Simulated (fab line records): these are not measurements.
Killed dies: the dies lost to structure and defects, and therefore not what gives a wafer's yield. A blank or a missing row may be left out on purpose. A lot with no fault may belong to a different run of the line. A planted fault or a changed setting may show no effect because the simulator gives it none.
fab line records | flow n5Finfet
record: lots: 24 wafers: 72 lastDay: 18
route steps=1938 shown BEOL_M3@1020 BEOL_M4@1024
lots that met no fault: taken from a fault-free run of the same line
startH: the number of hours between the record's first day and the start of the first shown wafer of the lot | waitH: hours since the lot's step before | " the same as in the row above | L1.1+2: one row covering several wafers at once | - value missing, or start not given | * or withheld: withheld | < > ~ a bound
route shown NAME@n: a module of which the file shows steps, and the number in the route of the first | usual: mean/standard deviation taken from wafers without a fault | same: alike in all rows | chamber/n: place in a boat | sites: readings site by site | _std_site: how widely they spread, as a standard deviation | _edge_site: outer sites' mean less inner sites' | radiusMm: how far each site lies from the wafer's centre | mask NAME#n: copy n | behind: the tool/chamber that last shaped the wafer | hold: reason for holding the lot/hours on hold/outcome of the hold | device: whichever transistor did not switch (one of n, p or np) | end of line: the route-end tests of the same wafers | where a step has no rows: the recipe by itself | killed: dies that structure and defects cost at the first sort, which is not the same as the wafer's yield | map: per-die view of a wafer (x killed, . not killed, _ where there is no die)
set.NAME: the setting as run; set.NAME@STEP: as run at that earlier step | model.NAME: the simulator's own value behind a step, which no gauge read
a sample of lots followed through the steps of the route, with each step as a table and each wafer as a row
services: the hour from which a tool's chamber was out of use, counted from the record's first day as startH (under 0 if before that day), plus the number of hours and why
== steps ==
step: N5_BEOL_M3_INSPECT_59
recipe: inspectInstrument: darkfield mode: postDep
usual: rawDefectCount: 72/24
columns lot.wafer tool chamber startH waitH rawDefectCount
L074.1 defectInspect-01 - 152.53 0.0 82
L074.4 " - " " 98
L074.5 " - " " 96
L075.2 defectInspect-02 - 156.13 0.0 57
L075.3 " - " " 84
L075.6 " - " " 55
L076.2 defectInspect-01 - 167.28 0.0 138
L076.4 " - " " 91
L076.6 " - " " 67
L077.2 defectInspect-02 - 171.98 0.0 48
L077.3 " - " " 55
L077.5 " - " " 52
L078.2 defectInspect-01 - 175.14 0.0 78
L078.3 " - " " 103
L078.4 " - " " 93
L080.2 defectInspect-02 - 185.67 0.0 69
L080.3 " - " " 62
L080.4 " - " " 80
L079.1 defectInspect-02 - 190.67 0.0 37
L079.2 " - " " 60
L079.5 " - " " 53
L081.3 defectInspect-02 - 200.86 0.0 35
L081.4 " - " " 43
L081.6 " - " " 53
L082.1 defectInspect-02 - 205.21 0.0 90
L082.5 " - " " 98
L082.6 " - " " 66
L083.2 defectInspect-01 - 206.40 0.0 66
L083.4 " - " " 76
L083.5 " - " " 42
L084.1 defectInspect-02 - 217.63 0.0 71
L084.5 " - " " 53
L084.6 " - " " 65
L086.1 defectInspect-02 - 234.65 0.0 90
L086.5 " - " " 116
L086.6 " - " " 108
L085.2 defectInspect-01 - 236.19 0.0 47
L085.3 " - " " 65
L085.4 " - " " 119
L087.2 defectInspect-02 - 237.86 0.0 62
L087.4 " - " " 74
L087.6 " - " " 90
L089.1 defectInspect-01 - 241.54 0.0 62
L089.2 " - " " 73
L089.3 " - " " 108
L088.1 defectInspect-01 - 248.82 0.0 90
L088.3 " - " " 50
L088.5 " - " " 48
L090.2 defectInspect-02 - 259.51 0.0 96
L090.3 " - " " 82
L090.4 " - " " 72
L091.2 defectInspect-02 - 265.02 0.0 86
L091.3 " - " " 83
L091.5 " - " " 135
L093.1 defectInspect-01 - 266.71 0.0 105
L093.2 " - " " 78
L093.5 " - " " 90
L092.2 defectInspect-01 - 267.58 0.0 64
L092.4 " - " " 39
L092.6 " - " " 41
L094.2 defectInspect-02 - 271.30 0.0 84
L094.3 " - " " 76
L094.4 " - " " 63
L097.2 defectInspect-01 - 288.07 0.0 68
L097.3 " - " " 64
L097.5 " - " " 98
L095.1 defectInspect-02 - 299.33 0.0 67
L095.3 " - " " 40
L095.5 " - " " 64
L096.1 defectInspect-01 - 301.17 0.0 69
L096.3 " - " " 61
L096.5 " - " " 58
step: N5_BEOL_M4_HM_DEP_02
recipe: material: TiN targetThkA: 200 tempC: 25 chamberPressurePa: 0.49996
usual: throttleValvePct: 29.6/1.1
columns lot.wafer tool chamber startH waitH throttleValvePct
L074.1 pvdSputter-03 - 152.91 0.2 28.8
L074.4 " - " " 30.4
L074.5 " - " " 30.6
L075.2 pvdSputter-02 - 160.05 3.8 30.8
L075.3 " - " " 29.8
L075.6 " - " " 30.0
L076.2 pvdSputter-02 - 168.24 0.8 30.0
L076.4 " - " " 29.7
L076.6 " - " " 30.8
L077.2 pvdSputter-02 - 172.19 0.0 29.6
L077.3 " - " " 31.1
L077.5 " - " " 30.8
L078.2 pvdSputter-02 - 178.75 3.4 30.8
L078.3 " - " " 29.6
L078.4 " - " " 30.1
L080.2 pvdSputter-01 - 186.70 0.8 29.6
L080.3 " - " " 30.8
L080.4 " - " " 27.7
L079.1 pvdSputter-01 - 193.37 2.5 27.7
L079.2 " - " " 30.9
L079.5 " - " " 29.5
L081.3 pvdSputter-01 - 202.03 1.0 29.7
L081.4 " - " " 31.0
L081.6 " - " " 30.9
L082.1 pvdSputter-01 - 205.43 0.0 27.7
L082.5 " - " " 29.9
L082.6 " - " " 29.1
L083.2 pvdSputter-03 - 207.11 0.5 30.4
L083.4 " - " " 30.9
L083.5 " - " " 30.8
L084.1 pvdSputter-03 - 217.84 0.0 30.2
L084.5 " - " " 31.1
L084.6 " - " " 28.6
L086.1 pvdSputter-02 - 235.01 0.2 30.0
L086.5 " - " " 31.2
L086.6 " - " " 30.2
L085.2 pvdSputter-01 - 237.60 1.3 31.2
L085.3 " - " " 27.6
L085.4 " - " " 29.2
L087.2 pvdSputter-01 - 240.48 2.5 29.5
L087.4 " - " " 27.6
L087.6 " - " " 27.6
L089.1 pvdSputter-01 - 241.88 0.2 31.3
L089.2 " - " " 29.5
L089.3 " - " " 27.9
L088.1 pvdSputter-01 - 250.10 1.1 27.7
L088.3 " - " " 30.8
L088.5 " - " " 29.6
L090.2 pvdSputter-03 - 260.42 0.7 28.8
L090.3 " - " " 29.3
L090.4 " - " " 31.5
L091.2 pvdSputter-01 - 266.50 1.3 30.7
L091.3 " - " " 27.9
L091.5 " - " " 27.8
L093.1 pvdSputter-01 - 267.14 0.3 30.9
L093.2 " - " " 29.4
L093.5 " - " " 29.9
L092.2 pvdSputter-01 - 268.00 0.3 29.1
L092.4 " - " " 29.7
L092.6 " - " " 30.8
L094.2 pvdSputter-01 - 272.29 0.8 27.7
L094.3 " - " " 31.2
L094.4 " - " " 29.7
L097.2 pvdSputter-01 - 289.34 1.1 31.0
L097.3 " - " " 27.8
L097.5 " - " " 30.8
L095.1 pvdSputter-02 - 300.05 0.6 27.2
L095.3 " - " " 29.9
L095.5 " - " " 27.3
L096.1 pvdSputter-01 - 303.16 1.8 30.8
L096.3 " - " " 28.9
L096.5 " - " " 27.8
step: N5_BEOL_M4_OVL_MEAS_29
recipe: pointsPerWafer: 522
usual: V3_OVL: 0.2/0.6
columns lot.wafer tool chamber startH waitH V3_OVL[nm]
L074.1 overlay-01 0 154.34 0.0 -0.1
L074.4 " 0 " " -0.1
L074.5 " 0 " " 0.5
L075.2 overlay-02 0 161.44 0.0 -0.2
L075.3 " 0 " " 0.3
L075.6 " 0 " " -0.3
L076.2 overlay-01 0 169.74 0.0 0.5
L076.4 " 0 " " 0.8
L076.6 " 0 " " 1.4
L077.2 overlay-02 0 173.58 0.0 1.0
L077.3 " 0 " " 0.8
L077.5 " 0 " " 0.5
L078.2 overlay-02 0 180.19 0.0 0.2
L078.3 " 0 " " -0.4
L078.4 " 0 " " -0.7
L080.2 overlay-01 0 188.31 0.0 -0.8
L080.3 " 0 " " 0.0
L080.4 " 0 " " 0.8
L079.1 overlay-02 0 195.11 0.0 1.0
L079.2 " 0 " " 0.8
L079.5 " 0 " " 1.3
L081.3 overlay-02 0 203.38 0.0 -0.6
L081.4 " 0 " " 0.9
L081.6 " 0 " " 1.0
L082.1 overlay-01 0 207.36 0.0 0.9
L082.5 " 0 " " 1.6
L082.6 " 0 " " 0.5
L083.2 overlay-01 0 208.70 0.0 0.1
L083.4 " 0 " " 0.1
L083.5 " 0 " " -0.9
L084.1 overlay-01 0 219.49 0.0 -0.3
L084.5 " 0 " " 0.3
L084.6 " 0 " " -0.7
L086.1 overlay-01 0 236.57 0.0 -0.1
L086.5 " 0 " " 0.5
L086.6 " 0 " " 1.2
L085.2 overlay-01 0 239.07 0.0 0.0
L085.3 " 0 " " -0.4
L085.4 " 0 " " 0.5
L087.2 overlay-02 0 242.16 0.0 -1.2
L087.4 " 0 " " -0.2
L087.6 " 0 " " -0.3
L089.1 overlay-01 0 243.19 0.0 0.8
L089.2 " 0 " " -0.4
L089.3 " 0 " " 1.0
L088.1 overlay-02 0 251.80 0.0 1.2
L088.3 " 0 " " 0.4
L088.5 " 0 " " 0.3
L090.2 overlay-02 0 261.85 0.0 0.6
L090.3 " 0 " " 0.3
L090.4 " 0 " " 0.8
L091.2 overlay-02 0 268.33 0.0 -0.4
L091.3 " 0 " " 0.1
L091.5 " 0 " " 0.7
L093.1 overlay-01 0 268.81 0.0 0.3
L093.2 " 0 " " -0.8
L093.5 " 0 " " 1.0
L092.2 overlay-01 0 270.05 0.0 0.4
L092.4 " 0 " " -0.1
L092.6 " 0 " " -0.3
L094.2 overlay-01 0 273.93 0.0 -1.1
L094.3 " 0 " " -0.4
L094.4 " 0 " " 0.0
L097.2 overlay-01 0 290.89 0.0 0.5
L097.3 " 0 " " -0.2
L097.5 " 0 " " 1.2
L095.1 overlay-02 0 301.53 0.0 0.2
L095.3 " 0 " " -0.4
L095.5 " 0 " " 0.0
L096.1 overlay-01 0 304.78 0.0 -0.4
L096.3 " 0 " " -0.4
L096.5 " 0 " " -0.7
step: N5_BEOL_M4_INSPECT_30
recipe: mode: adi inspectInstrument: brightfield
usual: rawDefectCount: 395/82
columns lot.wafer tool chamber startH waitH rawDefectCount
L074.1 defectInspect-02 - 154.39 0.1 603
L074.4 " - " " 433
L074.5 " - " " 548
L075.2 defectInspect-02 - 161.49 0.0 336
L075.3 " - " " 383
L075.6 " - " " 263
L076.2 defectInspect-02 - 169.79 0.0 531
L076.4 " - " " 355
L076.6 " - " " 453
L077.2 defectInspect-02 - 173.64 0.0 376
L077.3 " - " " 256
L077.5 " - " " 324
L078.2 defectInspect-01 - 180.24 0.0 350
L078.3 " - " " 395
L078.4 " - " " 317
L080.2 defectInspect-02 - 188.36 0.0 403
L080.3 " - " " 433
L080.4 " - " " 368
L079.1 defectInspect-02 - 195.17 0.1 381
L079.2 " - " " 573
L079.5 " - " " 461
L081.3 defectInspect-02 - 203.42 0.0 504
L081.4 " - " " 346
L081.6 " - " " 296
L082.1 defectInspect-02 - 207.42 0.1 348
L082.5 " - " " 349
L082.6 " - " " 396
L083.2 defectInspect-01 - 208.75 0.0 396
L083.4 " - " " 427
L083.5 " - " " 287
L084.1 defectInspect-02 - 219.55 0.1 396
L084.5 " - " " 277
L084.6 " - " " 374
L086.1 defectInspect-02 - 236.63 0.1 455
L086.5 " - " " 494
L086.6 " - " " 451
L085.2 defectInspect-01 - 239.12 0.0 505
L085.3 " - " " 410
L085.4 " - " " 464
L087.2 defectInspect-02 - 242.21 0.0 308
L087.4 " - " " 335
L087.6 " - " " 356
L089.1 defectInspect-02 - 243.25 0.1 424
L089.2 " - " " 431
L089.3 " - " " 430
L088.1 defectInspect-01 - 251.86 0.1 531
L088.3 " - " " 438
L088.5 " - " " 406
L090.2 defectInspect-01 - 261.90 0.0 555
L090.3 " - " " 458
L090.4 " - " " 465
L091.2 defectInspect-02 - 268.38 0.0 433
L091.3 " - " " 484
L091.5 " - " " 493
L093.1 defectInspect-02 - 268.87 0.1 443
L093.2 " - " " 409
L093.5 " - " " 419
L092.2 defectInspect-01 - 270.11 0.0 307
L092.4 " - " " 244
L092.6 " - " " 388
L094.2 defectInspect-02 - 273.98 0.0 313
L094.3 " - " " 340
L094.4 " - " " 338
L097.2 defectInspect-02 - 290.95 0.0 485
L097.3 " - " " 388
L097.5 " - " " 506
L095.1 defectInspect-01 - 301.59 0.1 405
L095.3 " - " " 336
L095.5 " - " " 324
L096.1 defectInspect-01 - 304.84 0.1 282
L096.3 " - " " 375
L096.5 " - " " 329
step: N5_BEOL_M4_ETCH_70
recipe: chemistry: N2/H2 target: SOC targetDepthA: 800 overetchA: 240 maskMaterial: SiARC tempC: 40 timeS: 130 ionEnergyEv: 200 pressureMtorr: 30 sourceW: 840 biasW: 150 n2FlowSccm: 200 h2FlowSccm: 200
usual: drypumpMotorCurrentA: 5.9/0.41 oesProductAu: 0.61/0.067 rfVppV: 524.0/2.2 showerheadPlenumPTorr: 2.55/0.075 throttleValvePct: 17.78/0.27
columns lot.wafer tool chamber startH waitH drypumpMotorCurrentA oesProductAu rfHoursCounterH rfVppV showerheadPlenumPTorr throttleValvePct
L074.1 rieDiel-05 1 159.85 0.0 6.2 0.50 245 522.4 2.50 18.16
L074.4 " 0 " " 6.1 0.62 66 522.6 2.48 17.63
L074.5 " 2 " " 6.3 0.60 - 522.5 2.47 17.58
L075.2 rieDiel-03 0 163.12 0.0 5.8 0.63 59 527.4 2.58 18.05
L075.3 " 3 " " 6.3 0.60 101 524.9 2.56 17.67
L075.6 " 3 " " 6.3 0.61 - 525.1 2.56 17.65
L076.2 rieDiel-04 3 178.12 0.0 6.4 0.50 250 521.1 2.39 18.22
L076.4 " 2 " " 5.3 0.73 - 522.3 2.49 17.32
L076.6 " 3 " " 6.3 0.50 - 522.6 2.39 18.21
L077.2 rieDiel-03 1 181.39 0.0 6.5 0.68 10 523.9 2.50 17.93
L077.3 " 2 " " 5.5 0.51 227 527.0 2.62 18.38
L077.5 " 0 " " 5.8 0.62 - 524.9 2.58 18.04
L078.2 rieDiel-03 0 182.26 0.0 5.7 0.62 66 525.1 2.58 18.05
L078.3 " 3 " " 6.3 0.59 107 523.5 2.56 17.67
L078.4 " 1 " " 6.5 0.68 10 523.7 2.50 17.92
L080.2 rieDiel-04 0 193.10 0.0 5.4 0.73 1 525.4 2.62 17.51
L080.3 " 1 " " 6.0 0.51 196 524.4 2.53 17.90
L080.4 " 2 " " 5.3 0.70 - 523.0 2.49 17.32
L079.1 rieDiel-03 0 205.88 0.0 5.8 0.61 76 524.8 2.57 18.07
L079.2 " 3 " " 6.3 0.58 117 523.2 2.56 17.71
L079.5 " 1 " " 6.5 0.66 - 521.7 2.50 17.94
L081.3 rieDiel-04 2 206.00 0.0 5.3 0.69 14 521.2 2.48 17.35
L081.4 " 0 " " 5.4 0.70 7 526.4 2.61 17.52
L081.6 " 3 " " 6.4 0.72 - 527.4 2.71 17.78
L082.1 rieDiel-05 2 208.97 0.0 6.3 0.59 94 521.2 2.46 17.59
L082.5 " 1 " " 6.2 0.68 - 522.4 2.50 17.77
L082.6 " 0 " " 6.0 0.60 - 522.1 2.47 17.66
L083.2 rieDiel-05 1 209.95 0.0 6.3 0.67 6 521.9 2.50 17.74
L083.4 " 0 " " 6.1 0.61 - 522.1 2.47 17.66
L083.5 " 2 " " 6.3 0.57 - 522.8 2.46 17.61
L084.1 rieDiel-03 3 228.21 0.0 6.3 0.58 126 523.0 2.55 17.72
L084.5 " 0 " " 5.8 0.61 - 525.1 2.57 18.06
L084.6 " 3 " " 6.3 0.58 - 523.4 2.55 17.71
L086.1 rieDiel-04 2 240.66 0.0 5.4 0.66 25 521.8 2.48 17.36
L086.5 " 0 " " 5.4 0.68 - 526.1 2.61 17.55
L086.6 " 1 " " 6.0 0.50 - 523.4 2.53 17.91
L085.2 rieDiel-03 2 240.93 0.0 5.5 0.50 249 524.6 2.61 18.42
L085.3 " 3 " " 6.3 0.58 130 524.8 2.55 17.71
L085.4 " 0 " " 5.8 0.60 89 525.0 2.57 18.09
L089.1 rieDiel-04 0 245.68 0.0 5.4 0.68 21 526.0 2.61 17.54
L089.2 " 3 " " 6.3 0.68 13 529.3 2.71 17.80
L089.3 " 2 " " 5.3 0.66 27 523.5 2.48 17.36
L087.2 rieDiel-05 3 245.71 0.0 6.2 0.52 232 526.0 2.61 18.29
L087.4 " 0 " " 6.1 0.59 97 521.9 2.46 17.69
L087.6 " 0 " " 6.1 0.59 - 520.1 2.46 17.67
L088.1 rieDiel-04 0 254.26 0.0 5.4 0.67 25 525.6 2.60 17.54
L088.3 " 2 " " 5.3 0.66 31 523.9 2.48 17.37
L088.5 " 2 " " 5.3 0.67 - 522.4 2.48 17.40
L090.2 rieDiel-04 3 266.80 0.0 6.4 0.66 22 528.7 2.70 17.82
L090.3 " 2 " " 5.4 0.64 35 522.6 2.47 17.39
L090.4 " 0 " " 5.4 0.67 29 523.2 2.60 17.55
L091.2 rieDiel-04 3 271.73 0.0 6.3 0.66 24 527.8 2.70 17.82
L091.3 " 1 " " 6.0 0.49 226 523.0 2.52 17.94
L091.5 " 2 " " 5.3 0.66 - 523.7 2.47 17.39
L093.1 rieDiel-03 3 272.20 0.0 6.3 0.57 145 525.2 2.54 17.74
L093.2 " 0 " " 5.8 0.59 104 524.9 2.56 18.11
L093.5 " 1 " " 6.5 0.62 - 521.8 2.49 17.99
L092.2 rieDiel-04 3 275.79 0.0 6.3 0.65 25 529.3 2.70 17.81
L092.4 " 1 " " 6.0 0.50 228 523.9 2.52 17.94
L092.6 " 2 " " 5.3 0.65 - 521.7 2.47 17.39
L094.2 rieDiel-04 0 276.15 0.0 5.4 0.67 33 525.7 2.60 17.57
L094.3 " 3 " " 6.3 0.66 25 528.1 2.70 17.83
L094.4 " 2 " " 5.3 0.65 39 522.4 2.47 17.40
L097.2 rieDiel-04 1 299.45 0.0 6.1 0.49 236 523.7 2.52 17.95
L097.3 " 0 " " 5.4 0.65 40 524.3 2.60 17.59
L097.5 " 1 " " 6.1 0.49 - 522.6 2.52 17.96
L095.1 rieDiel-05 0 302.75 0.0 6.1 0.58 116 520.7 2.45 17.72
L095.3 " 1 " " 6.2 0.63 36 522.2 2.48 17.83
L095.5 " 1 " " 6.2 0.63 - 522.5 2.48 17.80
L096.1 rieDiel-04 3 305.22 0.0 6.3 0.64 36 526.9 2.70 17.85
L096.3 " 0 " " 5.4 0.65 43 525.9 2.60 17.57
L096.5 " 0 " " 5.4 0.65 - 523.4 2.60 17.57
step: N5_BEOL_M4_ANNEAL_80
recipe: tempC: 400 timeS: 240 ambient: vacuum
usual: heaterPowerW: 823/85
columns lot.wafer tool chamber startH waitH heaterPowerW
L074.1 pvdSputter-02 - 161.99 0.0 739
L074.4 " - " " 834
L074.5 " - " " 734
L075.2 pvdSputter-02 - 164.58 0.0 765
L075.3 " - " " 741
L075.6 " - " " 768
L076.2 pvdSputter-02 - 179.83 0.0 928
L076.4 " - " " 754
L076.6 " - " " 753
L077.2 pvdSputter-02 - 183.33 0.0 824
L077.3 " - " " 762
L077.5 " - " " 723
L078.2 pvdSputter-02 - 185.17 0.0 835
L078.3 " - " " 736
L078.4 " - " " 920
L080.2 pvdSputter-03 - 194.93 0.0 1006
L080.3 " - " " 839
L080.4 " - " " 987
L079.1 pvdSputter-03 - 207.59 0.0 993
L079.2 " - " " 731
L079.5 " - " " 971
L081.3 pvdSputter-02 - 207.62 0.0 759
L081.4 " - " " 842
L081.6 " - " " 822
L082.1 pvdSputter-01 - 210.48 0.0 822
L082.5 " - " " 746
L082.6 " - " " 853
L083.2 pvdSputter-02 - 213.36 0.0 820
L083.4 " - " " 907
L083.5 " - " " 720
L084.1 pvdSputter-01 - 230.34 0.0 712
L084.5 " - " " 800
L084.6 " - " " 736
L086.1 pvdSputter-02 - 243.05 0.0 820
L086.5 " - " " 746
L086.6 " - " " 726
L085.2 pvdSputter-03 - 244.08 0.0 836
L085.3 " - " " 978
L085.4 " - " " 1007
L089.1 pvdSputter-02 - 247.97 0.0 841
L089.2 " - " " 922
L089.3 " - " " 747
L087.2 pvdSputter-01 - 248.08 0.0 800
L087.4 " - " " 831
L087.6 " - " " 863
L088.1 pvdSputter-02 - 256.21 0.0 743
L088.3 " - " " 843
L088.5 " - " " 806
L090.2 pvdSputter-03 - 270.18 0.0 738
L090.3 " - " " 850
L090.4 " - " " 1005
L091.2 pvdSputter-03 - 273.25 0.0 730
L091.3 " - " " 976
L091.5 " - " " 724
L093.1 pvdSputter-01 - 275.11 0.0 813
L093.2 " - " " 859
L093.5 " - " " 837
L092.2 pvdSputter-02 - 277.63 0.0 836
L092.4 " - " " 733
L092.6 " - " " 925
L094.2 pvdSputter-01 - 278.03 0.1 818
L094.3 " - " " 862
L094.4 " - " " 829
L097.2 pvdSputter-02 - 301.06 0.0 921
L097.3 " - " " 829
L097.5 " - " " 929
L095.1 pvdSputter-02 - 304.82 0.0 821
L095.3 " - " " 741
L095.5 " - " " 721
L096.1 pvdSputter-02 - 307.30 0.0 768
L096.3 " - " " 919
L096.5 " - " " 751
== services ==
columns tool chamber startH hours kind
rieDiel-04 2 149.43 - clean
rieDiel-04 2 149.43 - consumableReplace:focusRing
rieDiel-04 2 149.43 24.1 scheduledDown
rieDiel-04 2 149.43 24.1 ventCycle
rieDiel-04 0 154.52 2.4 repair
rieDiel-04 0 161.59 5.3 repair
rieDiel-03 1 165.50 5.0 repair
rieDiel-04 0 173.53 - clean
rieDiel-04 0 173.53 - consumableReplace:focusRing
rieDiel-04 0 173.53 14.9 scheduledDown
rieDiel-04 0 173.53 14.9 ventCycle
rieDiel-04 3 188.51 - clean
rieDiel-04 3 188.51 - consumableReplace:focusRing
rieDiel-04 3 188.51 - consumableReplace:showerhead
rieDiel-04 3 188.51 14.8 scheduledDown
rieDiel-04 3 188.51 14.8 ventCycle
rieDiel-05 3 202.56 13.1 repair
rieDiel-03 2 245.19 - clean
rieDiel-03 2 245.19 - consumableReplace:focusRing
rieDiel-03 2 245.19 22.5 scheduledDown
rieDiel-03 2 245.19 22.5 ventCycle
pvdSputter-01 - 281.97 1.4 repair
rieDiel-03 2 282.26 6.2 repair
rieDiel-04 1 301.83 9.3 repair
== key ==
fault none
